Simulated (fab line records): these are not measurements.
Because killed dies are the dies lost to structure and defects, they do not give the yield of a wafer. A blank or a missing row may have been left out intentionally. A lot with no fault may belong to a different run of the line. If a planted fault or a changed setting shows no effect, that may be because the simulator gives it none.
Matching of chambers	flow n5-finfet	N5_BEOL_M15_ILD_DEP_00 on pecvd-02 has 3 sister chambers
The step deposits SiO2 from TEOS/O2, target thk 1629.3 nm, time 346.1 s. 3 wafers are shown with their chamber, then 10 later ones without.

== WAFERS, EACH WITH ITS CHAMBER ==
wafer	chamber	throttle-valve-pct (%)
L086.6	2	18.2
L090.2	1	19.2
L090.5	0	19.7

== WAFERS MISSING THEIR CHAMBER ==
wafer	throttle-valve-pct (%)
L090.6	18.3
L093.1	19.4
L093.3	19.5
L093.4	18.2
L095.1	18.2
L095.2	19.1
L095.3	19.4
L097.2	19.5
L097.4	19.4
L097.5	19.7

== CHAMBER TAKEN BY EACH ==
wafer	from the rows above	in truth
L090.6	2	2
L093.1	can't be placed: 1 or 0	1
L093.3	can't be placed: 0 or 1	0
L093.4	2	2
L095.1	2	2
L095.2	1	1
L095.3	can't be placed: 1 or 0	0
L097.2	can't be placed: 0 or 1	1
L097.4	can't be placed: 1 or 0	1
L097.5	0	0
5 of 10 placed correctly. From these rows, 5 cannot be placed; in 5 the true chamber is one of the candidates. Number placed wrongly: 0.
How it was worked out, from the rows above alone: a wafer's distance from a chamber is the root of the sum, over the readings, of the square of ((its reading less the chamber's mean) divided by the reading's scatter). The wafer belongs to the nearest chamber; if the next one is less than 2 further off, it can't be placed. Each chamber's mean is taken over the wafers shown for it. The scatter: with one shown wafer a chamber, the root of the mean of the squares of how far each hidden wafer lies from its nearest shown one.
